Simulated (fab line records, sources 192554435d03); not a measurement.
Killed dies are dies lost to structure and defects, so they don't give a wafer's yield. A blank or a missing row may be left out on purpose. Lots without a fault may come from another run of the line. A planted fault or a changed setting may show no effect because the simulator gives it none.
Chamber matching | flow n5_finfet | N5_BEOL_M7_ETCH_72 on rie_diel-06: 4 sister chambers
The step etches underlayer in N2/H2, target depth 6.5 nm, time 5.2 s. 14 wafers are shown with their chamber, then 7 later ones without.

WAFERS WITH THEIR CHAMBER
wafer  | chamber | drypump_motor_current_A (A) | showerhead_plenum_p_Torr (Torr) | throttle_valve_pct (%)
L074.1 | 1       | 6.5                         | 2.51                            | 18.15
L074.3 | 3       | 6.0                         | 2.40                            | 18.08
L074.6 | 2       | 6.1                         | 2.59                            | 17.92
L077.1 | 3       | 6.0                         | 2.39                            | 18.09
L077.4 | 2       | 6.1                         | 2.59                            | 17.97
L077.5 | 0       | 5.3                         | 2.34                            | 18.15
L079.1 | 2       | 6.1                         | 2.59                            | 17.97
L079.4 | 1       | 6.5                         | 2.51                            | 18.19
L079.6 | 0       | 5.2                         | 2.34                            | 18.14
L084.1 | 0       | 5.3                         | 2.34                            | 18.15
L084.4 | 2       | 6.1                         | 2.59                            | 17.96
L084.6 | 2       | 6.1                         | 2.59                            | 17.96
L085.2 | 1       | 6.5                         | 2.50                            | 18.21
L085.3 | 2       | 6.1                         | 2.58                            | 17.97

SIGNATURES (means of the wafers above)
reading                  | chamber 0 | chamber 1 | chamber 2 | chamber 3 | scatter within a chamber
drypump_motor_current_A  | 5.267     | 6.500     | 6.100     | 6.000     | 0.0258
showerhead_plenum_p_Torr | 2.3400    | 2.5067    | 2.5883    | 2.3950    | 0.00447
throttle_valve_pct       | 18.1467   | 18.1833   | 17.9583   | 18.0850   | 0.0197
Rule: a wafer's distance from a chamber is the root of the sum, over the readings, of the square of ((its reading less the chamber's mean) divided by the reading's scatter). The wafer belongs to the nearest chamber; if the next one is less than 2 further off, it can't be placed. The scatter: the root of (the sum of the squares of (reading less its chamber's mean) over the shown wafers, divided by (wafers less chambers)).

WAFERS WITHOUT THEIR CHAMBER
wafer  | drypump_motor_current_A (A) | showerhead_plenum_p_Torr (Torr) | throttle_valve_pct (%)
L085.4 | 6.0                         | 2.39                            | 18.13
L094.1 | 6.0                         | 2.70                            | 17.80
L094.2 | 6.5                         | 2.49                            | 18.24
L094.5 | 5.2                         | 2.33                            | 18.19
L097.2 | 6.0                         | 2.70                            | 17.77
L097.3 | 5.3                         | 2.32                            | 18.18
L097.6 | 6.0                         | 2.70                            | 17.78

WHICH CHAMBER EACH WENT THROUGH
wafer  | from the rows above | in truth
L085.4 | 3                   | 3
L094.1 | 2                   | 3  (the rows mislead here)
L094.2 | 1                   | 1
L094.5 | 0                   | 0
L097.2 | 2                   | 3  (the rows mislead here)
L097.3 | 0                   | 0
L097.6 | 2                   | 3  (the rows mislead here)
Placed correctly: 4 of 7. Can't be placed from these rows: 0. Placed wrongly: 3.
